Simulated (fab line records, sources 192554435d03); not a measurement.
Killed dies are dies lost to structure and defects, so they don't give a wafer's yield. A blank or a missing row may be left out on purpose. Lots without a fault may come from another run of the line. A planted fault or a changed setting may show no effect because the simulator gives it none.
fab line records | flow n5_finfet | part 2 of 2: steps 20 to 29 of 29
record lots=5 wafers=15 last_day=18
route steps=1938 shown BEOL_M2@883
lots that met no fault: from a run of the same line without faults
start_h: hours from the record's first day to the start of the lot's first wafer shown | wait_h: hours since the lot's step before | " the same as in the row above | L1.1+2: a row that stands for several wafers | - no value, or no start given | * or withheld: withheld | < > ~ a bound
route shown NAME@n: a module of which the file shows steps, and the number in the route of the first | usual: mean/standard deviation of fault-free wafers | same: alike in all rows | chamber/n: place in a boat | sites: the reading at each site | _std_site: their standard deviation | _edge_site: outer sites' mean less inner sites' | radius_mm: how far each site lies from the wafer's centre | mask NAME#n: copy n | behind: the tool/chamber that last shaped the wafer | hold: why the lot was held/for how many hours/how that ended | device: the transistor (n, p or np) that didn't switch | end of line: the same wafers' tests at the end of the route | a step without rows: its recipe alone | killed: dies lost to structure and defects at the first sort, not the wafer's yield | map: a wafer's dies, x killed, . not, _ none there
set.NAME: the setting as run; set.NAME@STEP: as run at that earlier step | model.NAME: the simulator's own value behind a step, which no gauge read
lots at some steps of the route; a table a step, a row a wafer
services: from which hour (start_h, from the record's first day; less than 0 if before it) a tool's chamber was out of use, for how many hours, and why
## steps
# step N5_BEOL_M2_SURFACE_TREAT_85
# recipe gas=Ar time_s=* ion_energy_ev=* ion_current_ma_cm2=0.5 pressure_mtorr=* ar_flow_sccm=30
# usual ar_flow_sccm=29.99/0.09 pressure_mtorr=* throttle_valve_pct=*
# columns lot.wafer tool chamber start_h wait_h ar_flow_sccm pressure_mtorr throttle_valve_pct
L075.1 pvd_sputter-01 - 142.24 0.1 30.01 * *
L075.2 " - " " 30.02 * *
L075.4 " - " " 30.13 * *
L088.2 pvd_sputter-01 - 227.77 0.2 29.98 * *
L088.4 " - " " 29.89 * *
L088.6 " - " " 29.99 * *
L090.3 pvd_sputter-03 - 242.51 0.1 29.93 * *
L090.5 " - " " 30.00 * *
L090.6 " - " " 29.93 * *
L092.3 pvd_sputter-03 - 250.06 0.2 30.01 * *
L092.4 " - " " 30.11 * *
L092.5 " - " " 29.98 * *
L096.2 pvd_sputter-01 - 286.70 1.3 29.94 * *
L096.3 " - " " 29.94 * *
L096.4 " - " " 30.02 * *
# step N5_BEOL_M2_CVD_47
# recipe material=Co target_thk_a=30 temp_c=withheld precursor=CCTBA/H2 pressure_torr=30 time_s=223.8
# columns lot.wafer tool chamber start_h wait_h
L075.1+2+4 cvd_co-01 2,0,0 142.36 0.1
L088.2+4+6 cvd_co-01 2,2,1 227.90 0.1
L090.3+5+6 cvd_co-02 0,0,2 242.57 0.0
L092.3+4+5 cvd_co-01 2,1,2 250.12 0.0
L096.2+3+4 cvd_co-01 1,0,0 286.76 0.0
# step N5_BEOL_M2_SPUTTER_48
# recipe material=Cu target_thk_a=45 temp_c=-20 chamber_pressure_pa=0.07 power_w=withheld time_s=8.29
# usual substrate_temp_c=-19.99/0.12 throttle_valve_pct=29.7/0.99
# columns lot.wafer tool chamber start_h wait_h substrate_temp_c throttle_valve_pct
L075.1 pvd_sputter-02 - 142.56 0.1 -19.90 28.1
L075.2 " - " " -20.24 28.8
L075.4 " - " " -19.89 29.8
L088.2 pvd_sputter-01 - 228.22 0.2 -19.84 28.3
L088.4 " - " " -19.94 30.1
L088.6 " - " " -19.93 29.7
L090.3 pvd_sputter-03 - 242.79 0.2 -19.96 30.0
L090.5 " - " " -19.87 30.0
L090.6 " - " " -19.94 32.0
L092.3 pvd_sputter-03 - 250.30 0.1 -20.03 29.4
L092.4 " - " " -20.25 32.0
L092.5 " - " " -20.25 29.7
L096.2 pvd_sputter-01 - 286.94 0.1 -20.04 29.6
L096.3 " - " " -19.97 28.7
L096.4 " - " " -20.02 30.0
# step N5_BEOL_M2_ANNEAL_49
# recipe temp_c=400 time_s=240 ambient=vacuum
# usual heater_power_w=844/96
# columns lot.wafer tool chamber start_h wait_h heater_power_w
L075.1 pvd_sputter-02 - 142.64 0.0 883
L075.2 " - " " 760
L075.4 " - " " 845
L088.2 pvd_sputter-01 - 228.31 0.0 721
L088.4 " - " " 806
L088.6 " - " " 970
L090.3 pvd_sputter-03 - 242.87 0.0 685
L090.5 " - " " 703
L090.6 " - " " 995
L092.3 pvd_sputter-03 - 250.38 0.0 893
L092.4 " - " " 945
L092.5 " - " " 963
L096.2 pvd_sputter-01 - 287.02 0.0 946
L096.3 " - " " 717
L096.4 " - " " 757
# step N5_BEOL_M2_SPUTTER_79
# recipe material=Cu target_thk_a=45 temp_c=-20 chamber_pressure_pa=0.07 power_w=withheld time_s=8.29
# usual substrate_temp_c=-20.00/0.11 throttle_valve_pct=29.6/1
# columns lot.wafer tool chamber start_h wait_h substrate_temp_c throttle_valve_pct
L075.1 pvd_sputter-02 - 142.78 0.1 -19.95 28.0
L075.2 " - " " -20.08 28.9
L075.4 " - " " -20.09 29.9
L088.2 pvd_sputter-01 - 228.46 0.1 -20.06 28.6
L088.4 " - " " -19.91 29.7
L088.6 " - " " -19.75 29.4
L090.3 pvd_sputter-03 - 243.01 0.1 -19.90 30.2
L090.5 " - " " -19.90 29.7
L090.6 " - " " -20.04 31.7
L092.3 pvd_sputter-03 - 250.52 0.1 -19.95 29.3
L092.4 " - " " -19.85 32.0
L092.5 " - " " -19.99 29.6
L096.2 pvd_sputter-01 - 287.16 0.1 -20.10 29.5
L096.3 " - " " -19.95 28.6
L096.4 " - " " -19.93 30.0
# step N5_BEOL_M2_ANNEAL_80
# recipe temp_c=400 time_s=240 ambient=vacuum
# usual heater_power_w=839/96
# columns lot.wafer tool chamber start_h wait_h heater_power_w
L075.1 pvd_sputter-02 - 142.86 0.0 877
L075.2 " - " " 777
L075.4 " - " " 853
L088.2 pvd_sputter-01 - 228.55 0.0 697
L088.4 " - " " 761
L088.6 " - " " 931
L090.3 pvd_sputter-03 - 243.09 0.0 693
L090.5 " - " " 699
L090.6 " - " " 988
L092.3 pvd_sputter-03 - 250.60 0.0 903
L092.4 " - " " 980
L092.5 " - " " 929
L096.2 pvd_sputter-01 - 287.24 0.0 952
L096.3 " - " " 703
L096.4 " - " " 749
# step N5_BEOL_M2_SPUTTER_81
# recipe material=Cu target_thk_a=45 temp_c=-20 chamber_pressure_pa=0.07 power_w=withheld time_s=8.29
# usual substrate_temp_c=-20.01/0.1 throttle_valve_pct=29.6/1
# columns lot.wafer tool chamber start_h wait_h substrate_temp_c throttle_valve_pct
L075.1 pvd_sputter-02 - 143.00 0.1 -19.94 27.9
L075.2 " - " " -19.87 28.8
L075.4 " - " " -20.05 29.8
L088.2 pvd_sputter-01 - 228.71 0.1 -19.90 28.5
L088.4 " - " " -19.97 30.1
L088.6 " - " " -19.96 29.8
L090.3 pvd_sputter-03 - 243.23 0.1 -19.86 29.9
L090.5 " - " " -19.78 29.8
L090.6 " - " " -20.01 32.0
L092.3 pvd_sputter-03 - 250.74 0.1 -19.97 29.4
L092.4 " - " " -20.01 31.9
L092.5 " - " " -20.09 29.3
L096.2 pvd_sputter-01 - 287.38 0.1 -20.05 29.6
L096.3 " - " " -19.93 28.5
L096.4 " - " " -20.05 30.3
# step N5_BEOL_M2_ANNEAL_82
# recipe temp_c=400 time_s=240 ambient=vacuum
# usual heater_power_w=841/97
# columns lot.wafer tool chamber start_h wait_h heater_power_w
L075.1 pvd_sputter-02 - 143.08 0.0 885
L075.2 " - " " 760
L075.4 " - " " 848
L088.2 pvd_sputter-01 - 228.80 0.0 707
L088.4 " - " " 785
L088.6 " - " " 935
L090.3 pvd_sputter-03 - 243.31 0.0 702
L090.5 " - " " 686
L090.6 " - " " 1010
L092.3 pvd_sputter-03 - 250.82 0.0 875
L092.4 " - " " 974
L092.5 " - " " 989
L096.2 pvd_sputter-01 - 287.46 0.0 919
L096.3 " - " " 713
L096.4 " - " " 755
# step N5_BEOL_M2_SPUTTER_86
# recipe material=Cu target_thk_a=45 temp_c=-20 chamber_pressure_pa=0.07 power_w=withheld time_s=8.29
# usual substrate_temp_c=-20.01/0.11 throttle_valve_pct=29.6/1
# columns lot.wafer tool chamber start_h wait_h substrate_temp_c throttle_valve_pct
L075.1 pvd_sputter-02 - 143.22 0.1 -20.06 28.0
L075.2 " - " " -20.01 28.7
L075.4 " - " " -20.06 30.0
L088.2 pvd_sputter-01 - 228.96 0.1 -19.94 28.6
L088.4 " - " " -20.02 30.1
L088.6 " - " " -20.03 29.6
L090.3 pvd_sputter-03 - 243.45 0.1 -19.95 29.8
L090.5 " - " " -19.88 30.3
L090.6 " - " " -19.95 31.8
L092.3 pvd_sputter-03 - 250.96 0.1 -20.05 29.3
L092.4 " - " " -19.93 31.9
L092.5 " - " " -19.88 29.7
L096.2 pvd_sputter-01 - 287.60 0.1 -19.81 29.8
L096.3 " - " " -19.79 28.4
L096.4 " - " " -20.01 30.3
# step N5_BEOL_M2_ANNEAL_87
# recipe temp_c=400 time_s=240 ambient=vacuum
# usual heater_power_w=843/96
# columns lot.wafer tool chamber start_h wait_h heater_power_w
L075.1 pvd_sputter-02 - 143.30 0.0 882
L075.2 " - " " 791
L075.4 " - " " 839
L088.2 pvd_sputter-01 - 229.05 0.0 714
L088.4 " - " " 799
L088.6 " - " " 930
L090.3 pvd_sputter-03 - 243.53 0.0 685
L090.5 " - " " 693
L090.6 " - " " 947
L092.3 pvd_sputter-03 - 251.04 0.0 907
L092.4 " - " " 965
L092.5 " - " " 986
L096.2 pvd_sputter-01 - 287.68 0.0 924
L096.3 " - " " 698
L096.4 " - " " 757
## services
# columns tool chamber start_h hours kind
rie_diel-01 0 119.86 2.2 repair
wet_bench-04 - 121.00 1.5 repair
ald_metal-01 3 130.16 13.0 repair
cvd_co-02 - 144.26 3.0 repair
ald_metal-02 - 144.38 0.7 repair
cvd_co-01 - 147.27 6.0 pm
rie_diel-01 0 154.18 - clean
rie_diel-01 0 154.18 - consumable_replace:focus_ring
ald_metal-02 2 156.52 9.5 repair
rie_diel-06 1 164.44 9.9 repair
cvd_co-01 2 167.15 10.9 repair
cvd_co-01 1 167.27 34.5 repair
ald_metal-01 - 168.85 0.6 repair
pvd_sputter-02 - 174.26 5.0 repair
rie_diel-01 3 177.60 5.2 repair
cvd_co-02 - 178.10 0.3 repair
ald_metal-01 2 178.30 7.8 repair
rie_diel-06 1 183.55 8.8 repair
cvd_co-01 - 202.00 3.4 repair
rie_diel-02 0 212.15 22.1 repair
wet_bench-03 - 214.17 7.7 repair
rie_diel-06 3 215.95 2.9 repair
ald_metal-01 - 226.76 1.6 repair
rie_diel-02 2 281.00 6.7 repair
